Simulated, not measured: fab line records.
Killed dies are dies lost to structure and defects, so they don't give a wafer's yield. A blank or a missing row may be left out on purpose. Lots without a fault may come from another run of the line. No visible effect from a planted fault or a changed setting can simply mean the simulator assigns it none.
Matching of chambers | flow nand harc | NHARC_P_GATE_ETCH_32 on rie si-04: 4 sister chambers
The step etches the open film in HBr/Cl2, target depth 150 nm, time 100.1 s. 16 wafers are shown with their chamber, then 8 later ones without.

## WAFERS, EACH WITH ITS CHAMBER
wafer  | chamber | oes product au (a.u.) | throttle valve pct (%) | mfc cl2 sccm (sccm)
L165.1 | 0       | 1.018                 | 26.402                 | 49.98
L165.2 | 2       | 1.006                 | 26.408                 | 49.69
L165.4 | 1       | 1.016                 | 26.410                 | 50.01
L166.1 | 0       | 1.013                 | 26.399                 | 50.01
L166.2 | 3       | 1.015                 | 26.397                 | 50.03
L166.4 | 2       | 1.007                 | 26.412                 | 49.77
L168.1 | 2       | 1.000                 | 26.415                 | 50.06
L168.2 | 0       | 1.021                 | 26.381                 | 49.98
L168.4 | 1       | 1.010                 | 26.426                 | 49.82
L169.2 | 2       | 0.994                 | 26.425                 | 50.17
L169.3 | 0       | 1.003                 | 26.397                 | 50.00
L169.5 | 2       | 0.989                 | 26.396                 | 49.97
L173.1 | 2       | 1.002                 | 26.400                 | 49.89
L173.2 | 0       | 1.002                 | 26.408                 | 50.08
L173.6 | 0       | 0.992                 | 26.403                 | 50.13
L180.2 | 1       | 1.015                 | 26.406                 | 50.01

SIGNATURES (averages over the wafers above)
reading            | chamber 0 | chamber 1 | chamber 2 | chamber 3 | scatter within a chamber
oes product au     | 1.00817   | 1.01367   | 0.99967   | 1.01500   | 0.00855
throttle valve pct | 26.39833  | 26.41400  | 26.40933  | 26.39700  | 0.01
mfc cl2 sccm       | 50.0300   | 49.9467   | 49.9250   | 50.0300   | 0.13
Rule: for each reading, subtract the chamber's mean from the wafer's reading, divide by that reading's scatter and square the result; add these up over the readings and take the root, which gives the wafer's distance from the chamber. If the next closest chamber is less than 2 further off than the closest, the wafer can't be placed; otherwise it belongs to the closest. How the scatter is found: for the shown wafers, subtract from each reading the mean of its chamber, square and add these, divide the total by (wafers less chambers), then take the root.

## WAFERS WITH NO CHAMBER GIVEN
wafer  | oes product au (a.u.) | throttle valve pct (%) | mfc cl2 sccm (sccm)
L180.3 | 1.024                 | 26.412                 | 49.80
L180.6 | 1.012                 | 26.409                 | 50.17
L183.1 | 0.995                 | 26.406                 | 49.90
L183.3 | 1.001                 | 26.383                 | 50.10
L183.4 | 1.001                 | 26.392                 | 49.85
L186.1 | 0.998                 | 26.398                 | 50.01
L186.3 | 1.017                 | 26.405                 | 49.81
L186.5 | 1.014                 | 26.400                 | 49.88

## WHICH CHAMBER EACH ONE RAN IN
wafer  | from the rows above               | in truth
L180.3 | can't be placed: 1 or 3 or 0 or 2 | 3
L180.6 | can't be placed: 0 or 3 or 1 or 2 | 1
L183.1 | can't be placed: 2 or 0 or 1      | 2
L183.3 | can't be placed: 0 or 3 or 2 or 1 | 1
L183.4 | can't be placed: 0 or 2 or 3 or 1 | 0
L186.1 | can't be placed: 0 or 2 or 3 or 1 | 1
L186.3 | can't be placed: 1 or 3 or 0 or 2 | 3
L186.5 | can't be placed: 3 or 0 or 1 or 2 | 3
Placed correctly: 0 of 8. These rows do not allow placing 8 (true chamber among the candidates in 8). Wrongly placed: 0.
